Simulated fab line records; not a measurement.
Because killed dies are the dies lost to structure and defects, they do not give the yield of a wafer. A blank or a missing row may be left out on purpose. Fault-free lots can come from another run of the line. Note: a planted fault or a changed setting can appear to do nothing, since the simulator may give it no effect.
A lot that was struck, set against a sound lot :: flow nandHarc :: 24 steps out of a route of 1159
Sound: wafers L553.1, L553.2, L553.3. The struck wafers were L562.1, L562.2, L562.6. At the end, the cause is stated.
Each step with rows lists, per side, the tool, then ch with its chambers, then its first start. Under that, the readings that differ: sound wafers :: struck wafers :: difference of the means :: sigmas: that difference in standard deviations of wafers without a fault.
alike: readings whose means differ by less than 2 such deviations, and words and numbers that are the same on both sides. not compared: withheld readings, readings that some wafer has no value for, bounds like >300 that may hide the same value, and numbers for which the record gives no deviation and whose values overlap.
The two part at a step that has a row with sigmas, a row that says differs or no value, or rows on one side only. Numbers that have no deviation but don't overlap get no sigmas and don't part them. A reading that every wafer of one side lacks parts them only if that side has two wafers or more.

NHARC_P_M1_INSPECT_27:
  sound on defectInspect-02 at day 7 07:01; struck on defectInspect-01 at day 9 13:37
  alike: rawDefectCount
NHARC_P_M1_PRE_CLEAN_32: time 12 s.
  sound on pecvd-04 ch 0,1,2, day 7 07:05; struck on pecvd-02 ch 0,1,2, day 9 14:22
  alike: heaterPowerOuterW, heaterPowerW, susceptorTempC
NHARC_P_M1_DEP_33: deposits SiCN, target thk 30 nm.
  sound on pecvd-04 ch 0,1,2, day 7 07:10; struck on pecvd-02 ch 0,1,2, day 9 14:28
  alike: heaterPowerOuterW, heaterPowerW, susceptorTempC
then, 8 steps without rows for these wafers: NHARC_P_M2_DEP_00 (deposits SiOC, target thk 182.5 nm); NHARC_P_M2_DEHYDRATE_01 (time 120 s); NHARC_P_M2_HMDS_02 (time 30 s); NHARC_P_M2_COAT_34 (time 65 s); NHARC_P_M2_COAT_03 (resist thk 90 nm); NHARC_P_M2_SOFTBAKE_04 (time 55 s); NHARC_P_M2_EBR_05; NHARC_P_M2_EXPOSE_06 (exposes mask P M2, target cd 170 nm).
NHARC_P_M2_PEB_07: peb time 65 s.
  sound on lithoTrack-06 ch 0, day 7 08:20; struck on lithoTrack-04 ch 0, day 9 15:29
  alike: plateTempC, resistLineTempC
then, 1 step without rows for these wafers: NHARC_P_M2_DEVELOP_08 (develop time 35 s).
NHARC_P_M2_CD_MEAS_09: target cd 170 nm.
  sound on cdSem-02 ch 0, day 7 08:25; struck on cdSem-02 ch 0, day 9 15:34
  alike: cdNm
NHARC_P_M2_OVL_MEAS_10: pitch 340 nm.
  sound on overlay-01 at day 7 08:30; struck on overlay-01 at day 9 15:40
  alike: overlayXNm, overlayYNm
NHARC_P_M2_INSPECT_11:
  sound on defectInspect-02 at day 7 08:32; struck on defectInspect-01 at day 9 15:43
reading: rawDefectCount
sound: 7 3 5
struck: 9 11 11
difference: +5
sigmas: +2
NHARC_P_M2_DESCUM_14: chemistry O2, time 3 s.
  sound on rieDiel-04 ch 0,2,3, day 7 08:36; struck on rieDiel-04 ch 0,1,3, day 9 15:46
  alike: drypumpMotorCurrentA, oesProductAu, rfVppV, showerheadPlenumPTorr, throttleValvePct
  not compared: rfHoursCounterH, model.P_M2.cdNm
NHARC_P_M2_ETCH_35: etches the open film in N2/H2, target depth 40 nm, overetch 12 nm, time 43.94 s.
  sound on rieDiel-04 ch 0,1,2, day 7 08:41; struck on rieDiel-04 ch 0,2,3, day 9 15:52
  alike: drypumpMotorCurrentA, oesProductAu, rfVppV, showerheadPlenumPTorr, throttleValvePct
  not compared: rfHoursCounterH
NHARC_P_M2_ETCH_15: etches the open film in C4F8/Ar, target depth 182.5 nm, time 91.2 s.
  sound on rieDiel-04 ch 0,2,3; struck on rieDiel-04 ch 1,2,3
  alike: oesProductAu, rfVppV
  not compared: rfHoursCounterH
NHARC_P_M2_CD_MEAS_16:
  sound on cdSem-02 at day 7 08:54; struck on cdSem-01 at day 9 16:04
  alike: cdNm
NHARC_P_M2_STRIP_18: strips in N2/H2.
  sound on rieDiel-04 ch 0,2,3, day 7 08:59; struck on rieDiel-05 ch 1,2, day 9 16:09
  alike: drypumpMotorCurrentA, oesProductAu, powerW, rfVppV, showerheadPlenumPTorr, throttleValvePct
  not compared: rfHoursCounterH
NHARC_P_M2_ETCH_28: etches the open film in CF4/N2, target depth 30 nm, time 72.99 s.
  sound on rieDiel-04 ch 1,2,3; struck on rieDiel-05 ch 0,1,2
  alike: drypumpMotorCurrentA, oesProductAu, rfVppV, showerheadPlenumPTorr, throttleValvePct
  not compared: rfHoursCounterH, model.P_M2.cdNm
then, 1 step without rows for these wafers: NHARC_P_M2_STRIP_19 (strips in post etch residue remover, time 600 s).
-- the record jumps here: 13 days lie between the struck wafers' starts before and after (it left off in module P_M2 and takes up again in module END, whose first step shown is number 1159 of the route) --
NHARC_END_SORT_01:
  sound on prober-01 ch 0, day 21 09:45; struck on prober-02 ch 0, day 23 02:58
reading: killedAtPeriphery
sound: 2 1 1
struck: 7 8 12
difference: +8
sigmas: +3
  alike: defectLimitedYield, killedAtArray, killedAtOther, killedDies, killedOpen, killedShort, sort_bin_2_pct, sort_bin_3_pct, sort_bin_4_pct, sortNPass, sortRimYieldPct, sortYieldPct

WHERE THEY PART
At NHARC_P_M2_INSPECT_11 first; at NHARC_END_SORT_01 last (within this record only).

WHY: what had been put in by the simulator
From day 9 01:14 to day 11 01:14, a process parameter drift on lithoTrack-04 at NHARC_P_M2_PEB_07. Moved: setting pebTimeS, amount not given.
